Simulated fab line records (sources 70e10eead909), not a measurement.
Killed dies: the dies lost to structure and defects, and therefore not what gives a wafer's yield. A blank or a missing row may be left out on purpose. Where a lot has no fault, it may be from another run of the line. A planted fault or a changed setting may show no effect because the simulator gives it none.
fab line records + flow nandHarc + part 2 of 2: steps 26 to 33 of 33
[record]
- lots = 5
- wafers = 15
- lastDay = 23
route steps=1159 shown A_STAIRCASE@633
lots that met no fault: from a run of the same line without faults
startH: hours from the record's first day to the start of the lot's first wafer shown + waitH: time in hours since the lot's previous step + " unchanged from the row above + L1.1+2: a row that stands for several wafers + - value missing, or start not given + * or withheld: withheld + < > ~ a bound
route shown NAME@n: names a module that has steps shown in the file, with the first one's number in the route + usual: average and standard deviation across the fault-free wafers + same: alike in all rows + chamber/n: place in a boat + sites: per-site readings + _std_site: standard deviation across them + _edge_site: the outer-site mean with the inner-site mean subtracted + radiusMm: for every site, how far away it sits from the centre of the wafer + mask NAME#n: copy n + behind: the tool/chamber that last shaped the wafer + hold: cause of the lot's hold/its duration in hours/its outcome + device: which transistor (n, p or np) failed to switch + end of line: the same wafers' tests at the end of the route + step lacking rows: just its recipe + killed: at the first sort, the dies lost to defects and structure; wafer yield is something else + map: dies across one wafer; x = killed, . = not, _ = none there
set.NAME: the setting the step ran with; set.NAME@STEP: the setting that earlier step ran with + model.NAME: the simulator's own value behind a step, which no gauge read
a table for each step, a row for each wafer; lots at some steps of the route
services: the hour from which a tool's chamber was out of use, counted from the record's first day as startH (under 0 if before that day), plus the number of hours and why
[[steps]]
[step NHARC_A_STAIRCASE_EXPOSE_286]
[recipe]
- na = 0.5
- doseMj = 25.01
- maskId = CHOP_100
[usual]
- focusOffsetNm = 0.0/0.56
| lot.wafer | tool          | chamber | startH | waitH | mask       | focusOffsetNm |
|-----------|---------------|---------|--------|-------|------------|---------------|
| L075.2    | krfScanner-04 | 0       | 259.61 | -     | CHOP_100#0 | 0.7           |
| L075.3    | "             | 0       | "      | "     | CHOP_100#0 | 0.7           |
| L075.4    | "             | 0       | "      | "     | CHOP_100#0 | 1.0           |
| L077.1    | krfScanner-01 | 0       | 267.42 | -     | CHOP_100#0 | -0.4          |
| L077.4    | "             | 0       | "      | "     | CHOP_100#0 | 0.4           |
| L077.6    | "             | 0       | "      | "     | CHOP_100#0 | -1.3          |
| L081.2    | krfScanner-03 | 0       | 303.70 | -     | CHOP_100#0 | -0.6          |
| L081.3    | "             | 0       | "      | "     | CHOP_100#0 | -0.5          |
| L081.5    | "             | 0       | "      | "     | CHOP_100#0 | -0.4          |
| L092.3    | krfScanner-04 | 0       | 359.74 | -     | CHOP_100#0 | -0.8          |
| L092.5    | "             | 0       | "      | "     | CHOP_100#0 | -0.2          |
| L092.6    | "             | 0       | "      | "     | CHOP_100#0 | -0.3          |
| L094.2    | krfScanner-03 | 0       | 361.69 | -     | CHOP_100#0 | -0.3          |
| L094.5    | "             | 0       | "      | "     | CHOP_100#0 | -0.4          |
| L094.6    | "             | 0       | "      | "     | CHOP_100#0 | -0.5          |
[step NHARC_A_STAIRCASE_PEB_287]
[recipe]
- pebTempC = 115
- pebTimeS = 130
[usual]
- chillPlateTempC = 23.00/0.12
[same]
- pebTimeS = 130
| lot.wafer | tool          | chamber | startH | waitH | chillPlateTempC |
|-----------|---------------|---------|--------|-------|-----------------|
| L075.2    | lithoTrack-07 | 0       | 259.67 | 0.1   | 22.95           |
| L075.3    | "             | 0       | "      | "     | 22.93           |
| L075.4    | "             | 0       | "      | "     | 22.94           |
| L077.1    | lithoTrack-03 | 0       | 267.48 | 0.1   | 23.10           |
| L077.4    | "             | 0       | "      | "     | 23.11           |
| L077.6    | "             | 0       | "      | "     | 22.98           |
| L081.2    | lithoTrack-07 | 0       | 303.76 | 0.1   | 22.90           |
| L081.3    | "             | 0       | "      | "     | 23.04           |
| L081.5    | "             | 0       | "      | "     | 23.08           |
| L092.3    | lithoTrack-07 | 0       | 359.80 | 0.1   | 23.02           |
| L092.5    | "             | 0       | "      | "     | 23.04           |
| L092.6    | "             | 0       | "      | "     | 23.02           |
| L094.2    | lithoTrack-07 | 0       | 361.75 | 0.1   | 22.85           |
| L094.5    | "             | 0       | "      | "     | 23.10           |
| L094.6    | "             | 0       | "      | "     | 22.94           |
[step NHARC_A_STAIRCASE_DEVELOP_288]
[recipe]
- timeS = 140
[usual]
- chillPlateTempC = 23.03/0.1
[same]
- timeS = 140
| lot.wafer | tool          | chamber | startH | waitH | chillPlateTempC |
|-----------|---------------|---------|--------|-------|-----------------|
| L075.2    | lithoTrack-07 | 0       | -      | -     | 23.13           |
| L075.3    | "             | 0       | "      | "     | 23.10           |
| L075.4    | "             | 0       | "      | "     | 23.13           |
| L077.1    | lithoTrack-03 | 0       | -      | -     | 23.13           |
| L077.4    | "             | 0       | "      | "     | 23.04           |
| L077.6    | "             | 0       | "      | "     | 23.03           |
| L081.2    | lithoTrack-07 | 0       | -      | -     | 23.21           |
| L081.3    | "             | 0       | "      | "     | 23.14           |
| L081.5    | "             | 0       | "      | "     | 23.19           |
| L092.3    | lithoTrack-07 | 0       | -      | -     | 23.03           |
| L092.5    | "             | 0       | "      | "     | 22.93           |
| L092.6    | "             | 0       | "      | "     | 23.02           |
| L094.2    | lithoTrack-07 | 0       | -      | -     | 22.97           |
| L094.5    | "             | 0       | "      | "     | 22.83           |
| L094.6    | "             | 0       | "      | "     | 22.95           |
[step NHARC_A_STAIRCASE_HARDBAKE_290]
[recipe]
- tempC = 120
- timeS = 140
[usual]
- chillPlateTempC = 22.98/0.11
[same]
- timeS = 140
| lot.wafer | tool          | chamber | startH | waitH | chillPlateTempC |
|-----------|---------------|---------|--------|-------|-----------------|
| L075.2    | lithoTrack-07 | 0       | 259.89 | -     | 22.85           |
| L075.3    | "             | 0       | "      | "     | 22.88           |
| L075.4    | "             | 0       | "      | "     | 22.92           |
| L077.1    | lithoTrack-07 | 0       | 267.70 | -     | 22.97           |
| L077.4    | "             | 0       | "      | "     | 22.94           |
| L077.6    | "             | 0       | "      | "     | 22.97           |
| L081.2    | lithoTrack-02 | 0       | 303.99 | -     | 22.78           |
| L081.3    | "             | 0       | "      | "     | 22.97           |
| L081.5    | "             | 0       | "      | "     | 22.81           |
| L092.3    | lithoTrack-02 | 0       | 360.03 | -     | 23.12           |
| L092.5    | "             | 0       | "      | "     | 23.07           |
| L092.6    | "             | 0       | "      | "     | 23.19           |
| L094.2    | lithoTrack-02 | 0       | 361.97 | -     | 22.90           |
| L094.5    | "             | 0       | "      | "     | 22.94           |
| L094.6    | "             | 0       | "      | "     | 22.89           |
[step NHARC_A_STAIRCASE_DESCUM_291]
[recipe]
- timeS = 3
- o2FlowSccm = 200
- arFlowSccm = 0
- biasPowerW = 0
- chemistry = O2
[usual]
- drypumpMotorCurrentA = 6.1/0.44
- mfcArSccm = 0.005/0.0083
- oesProductAu = 0.999/0.0091
- rfVppV = 57.5/0.78
- showerheadPlenumPTorr = 1.86/0.055
- throttleValvePct = 11.310/0.0083
[same]
- timeS = 3
| lot.wafer | tool       | chamber | startH | waitH | drypumpMotorCurrentA | mfcArSccm | oesProductAu | rfHoursCounterH | rfVppV | showerheadPlenumPTorr | throttleValvePct |
|-----------|------------|---------|--------|-------|----------------------|-----------|--------------|-----------------|--------|-----------------------|------------------|
| L075.3    | rieDiel-13 | 1       | 260.23 | -     | 6.7                  | 0         | 1.006        | 50              | 57.9   | 1.89                  | 11.296           |
| L075.2    | "          | 2       | "      | "     | 5.9                  | 0.027     | 1.015        | 57              | 57.4   | 1.82                  | 11.312           |
| L075.4    | "          | 3       | "      | "     | 6.2                  | 0         | 0.997        | 57              | 58.2   | 1.88                  | 11.309           |
| L077.4    | rieDiel-10 | 3       | 267.79 | -     | 5.9                  | 0         | 1.003        | 33              | 58.6   | 1.90                  | 11.309           |
| L077.1    | "          | 2       | "      | "     | 5.0                  | 0.017     | 0.992        | 32              | 57.4   | 1.84                  | 11.305           |
| L077.6    | "          | 0       | "      | "     | 5.7                  | 0.014     | 1.004        | -               | 57.2   | 1.84                  | 11.308           |
| L081.3    | rieDiel-13 | 3       | 304.07 | -     | 6.2                  | 0         | 0.995        | 7               | 57.0   | 1.88                  | 11.311           |
| L081.2    | "          | 2       | "      | "     | 5.9                  | 0.027     | 0.993        | 7               | 58.3   | 1.82                  | 11.310           |
| L081.5    | "          | 3       | "      | "     | 6.2                  | 0         | 1.006        | -               | 58.3   | 1.88                  | 11.309           |
| L092.3    | rieDiel-09 | 0       | 360.26 | -     | 5.6                  | 0         | 0.991        | 37              | 57.9   | 1.92                  | 11.301           |
| L092.5    | "          | 1       | "      | "     | 6.2                  | 0         | 1.006        | -               | 56.8   | 1.83                  | 11.299           |
| L092.6    | "          | 2       | "      | "     | 6.5                  | 0         | 0.983        | -               | 57.2   | 1.80                  | 11.308           |
| L094.2    | rieDiel-09 | 2       | 362.13 | -     | 6.5                  | 0         | 0.985        | 40              | 57.1   | 1.80                  | 11.306           |
| L094.6    | "          | 0       | "      | "     | 5.7                  | 0         | 0.980        | -               | 56.4   | 1.92                  | 11.321           |
| L094.5    | "          | 1       | "      | "     | 6.2                  | 0         | 1.009        | -               | 56.8   | 1.83                  | 11.316           |
[step NHARC_A_STAIRCASE_ETCH_292]
[recipe]
- cf4FlowSccm = 100
- chf3FlowSccm = 30
- arFlowSccm = 0
- rfW = 500
- biasW = 200
- chemistry = CF4/CHF3
[usual]
- drypumpMotorCurrentA = 6.1/0.43
- mfcArSccm = 0.005/0.0085
- oesProductAu = 0.947/0.023
- rfVppV = 369.1/1.7
- showerheadPlenumPTorr = 1.53/0.043
- throttleValvePct = 16.801/0.0091
| lot.wafer | tool       | chamber | startH | waitH | drypumpMotorCurrentA | mfcArSccm | oesProductAu | rfHoursCounterH | rfVppV | showerheadPlenumPTorr | throttleValvePct |
|-----------|------------|---------|--------|-------|----------------------|-----------|--------------|-----------------|--------|-----------------------|------------------|
| L075.3    | rieDiel-13 | 2       | 260.47 | 0.2   | 5.9                  | 0.027     | 0.935        | 57              | 368.2  | 1.50                  | 16.815           |
| L075.2    | "          | 0       | "      | "     | 5.7                  | 0.014     | 0.933        | 55              | 371.2  | 1.58                  | 16.804           |
| L075.4    | "          | 1       | "      | "     | 6.6                  | 0         | 0.937        | 51              | 369.4  | 1.56                  | 16.807           |
| L077.4    | rieDiel-10 | 3       | 267.88 | 0.1   | 5.8                  | 0         | 0.922        | 33              | 368.5  | 1.56                  | 16.792           |
| L077.1    | "          | 1       | "      | "     | 5.4                  | 0.016     | 0.922        | 31              | 373.3  | 1.65                  | 16.800           |
| L077.6    | "          | 0       | "      | "     | 5.7                  | 0.014     | 0.928        | -               | 369.6  | 1.52                  | 16.797           |
| L081.2    | rieDiel-13 | 1       | 304.30 | 0.2   | 6.6                  | 0         | 0.944        | 7               | 369.5  | 1.55                  | 16.803           |
| L081.3    | "          | 0       | "      | "     | 5.7                  | 0.014     | 0.944        | 7               | 370.8  | 1.57                  | 16.788           |
| L081.5    | "          | 2       | "      | "     | 5.9                  | 0.027     | 0.930        | -               | 367.9  | 1.50                  | 16.805           |
| L092.3    | rieDiel-09 | 3       | 360.36 | 0.1   | 6.6                  | 0         | 0.944        | 41              | 367.6  | 1.48                  | 16.808           |
| L092.6    | "          | 1       | "      | "     | 6.2                  | 0         | 0.943        | -               | 366.9  | 1.51                  | 16.799           |
| L092.5    | "          | 2       | "      | "     | 6.5                  | 0         | 0.929        | -               | 367.6  | 1.49                  | 16.795           |
| L094.2    | rieDiel-09 | 0       | 362.20 | 0.1   | 5.7                  | 0         | 0.910        | 39              | 371.2  | 1.58                  | 16.795           |
| L094.5    | "          | 3       | "      | "     | 6.6                  | 0         | 0.926        | -               | 366.6  | 1.48                  | 16.816           |
| L094.6    | "          | 0       | "      | "     | 5.6                  | 0         | 0.907        | -               | 371.5  | 1.58                  | 16.791           |
[step NHARC_A_STAIRCASE_HM_OPEN_460]
[recipe]
- o2FlowSccm = 400
- cosFlowSccm = 20
- arFlowSccm = 0
- rfW = 500
- biasW = 300
- chemistry = O2/COS
[usual]
- drypumpMotorCurrentA = 6.1/0.43
- mfcArSccm = 0.004/0.0079
- oesProductAu = 1.000/0.0089
- rfVppV = 465.3/2
- showerheadPlenumPTorr = 3.04/0.082
- throttleValvePct = 28.330/0.0094
| lot.wafer | tool       | chamber | startH | waitH | drypumpMotorCurrentA | mfcArSccm | oesProductAu | rfHoursCounterH | rfVppV | showerheadPlenumPTorr | throttleValvePct |
|-----------|------------|---------|--------|-------|----------------------|-----------|--------------|-----------------|--------|-----------------------|------------------|
| L075.4    | rieDiel-13 | 0       | -      | -     | 5.7                  | 0.014     | 1.012        | 55              | 467.1  | 3.13                  | 28.330           |
| L075.3    | "          | 1       | "      | "     | 6.6                  | 0         | 1.004        | 51              | 466.8  | 3.09                  | 28.324           |
| L075.2    | "          | 3       | "      | "     | 6.2                  | 0         | 1.004        | 57              | 467.1  | 3.07                  | 28.327           |
| L077.1    | rieDiel-10 | 3       | -      | -     | 5.8                  | 0         | 0.998        | 33              | 465.7  | 3.10                  | 28.345           |
| L077.4    | "          | 0       | "      | "     | 5.7                  | 0.014     | 0.996        | 23              | 465.3  | 3.01                  | 28.342           |
| L077.6    | "          | 3       | "      | "     | 5.8                  | 0         | 0.993        | -               | 467.7  | 3.10                  | 28.327           |
| L081.3    | rieDiel-13 | 1       | -      | -     | 6.6                  | 0         | 1.007        | 7               | 466.5  | 3.08                  | 28.349           |
| L081.2    | "          | 2       | "      | "     | 5.9                  | 0.027     | 0.997        | 7               | 465.5  | 2.97                  | 28.330           |
| L081.5    | "          | 2       | "      | "     | 5.9                  | 0.027     | 1.003        | -               | 462.9  | 2.97                  | 28.329           |
| L092.3    | rieDiel-09 | 2       | -      | -     | 6.5                  | 0         | 0.989        | 40              | 463.7  | 2.95                  | 28.312           |
| L092.6    | "          | 3       | "      | "     | 6.6                  | 0         | 1.015        | -               | 463.2  | 2.94                  | 28.330           |
| L092.5    | "          | 0       | "      | "     | 5.6                  | 0         | 0.983        | -               | 468.2  | 3.13                  | 28.340           |
| L094.2    | rieDiel-09 | 3       | -      | -     | 6.6                  | 0         | 1.005        | 41              | 464.0  | 2.94                  | 28.331           |
| L094.6    | "          | 1       | "      | "     | 6.2                  | 0         | 1.013        | -               | 463.8  | 2.99                  | 28.346           |
| L094.5    | "          | 2       | "      | "     | 6.5                  | 0         | 0.987        | -               | 463.0  | 2.95                  | 28.336           |
[step NHARC_A_STAIRCASE_STRIP_461]
[recipe]
- o2FlowSccm = 400
- cosFlowSccm = 20
- arFlowSccm = 0
- biasW = 0
- chemistry = O2/COS
| lot.wafer  | tool       | chamber | startH | waitH |
|------------|------------|---------|--------|-------|
| L075.2+4+3 | rieDiel-13 | 1,2,3   | -      | -     |
| L077.1+4+6 | rieDiel-10 | 2,1,2   | -      | -     |
| L081.2+3+5 | rieDiel-13 | 3,1,3   | -      | -     |
| L092.3+5+6 | rieDiel-09 | 3,1,2   | -      | -     |
| L094.2+6+5 | rieDiel-09 | 3,3,0   | -      | -     |
[[services]]
| tool           | chamber | startH | hours | kind   |
|----------------|---------|--------|-------|--------|
| rieDiel-10     | 0       | 236.55 | 13.4  | repair |
| pecvd-01       | -       | 237.10 | 13.0  | pm     |
| krfScanner-04  | -       | 244.76 | 4.0   | repair |
| rieDiel-09     | -       | 254.16 | 9.0   | pm     |
| pecvd-02       | -       | 260.26 | 0.9   | repair |
| wetBench-07    | -       | 272.00 | 8.0   | pm     |
| rieDiel-13     | 3       | 272.41 | 8.6   | repair |
| rieDiel-13     | -       | 276.04 | 9.0   | pm     |
| plasmaAsher-01 | -       | 276.20 | 9.0   | pm     |
| aclDep-01      | -       | 293.69 | 13.0  | pm     |
| wetBench-07    | -       | 297.85 | 1.1   | repair |
| krfScanner-04  | -       | 298.02 | 4.0   | pm     |
| wetBench-06    | -       | 305.60 | 8.0   | pm     |
| rieDiel-13     | 2       | 305.68 | 4.4   | repair |
| krfScanner-04  | -       | 308.30 | 0.3   | repair |
| wetBench-07    | -       | 330.48 | 1.8   | repair |
| pecvd-02       | -       | 334.01 | 13.0  | pm     |
| krfScanner-03  | -       | 340.00 | 4.0   | pm     |
| lithoTrack-02  | -       | 340.00 | 7.0   | pm     |
| aclDep-02      | -       | 346.93 | 4.6   | repair |
| aclDep-02      | -       | 351.57 | 13.0  | pm     |
| rieDiel-10     | -       | 354.16 | 9.0   | pm     |
| wetBench-02    | -       | 356.00 | 8.0   | pm     |
| plasmaAsher-02 | -       | 362.29 | 9.0   | pm     |
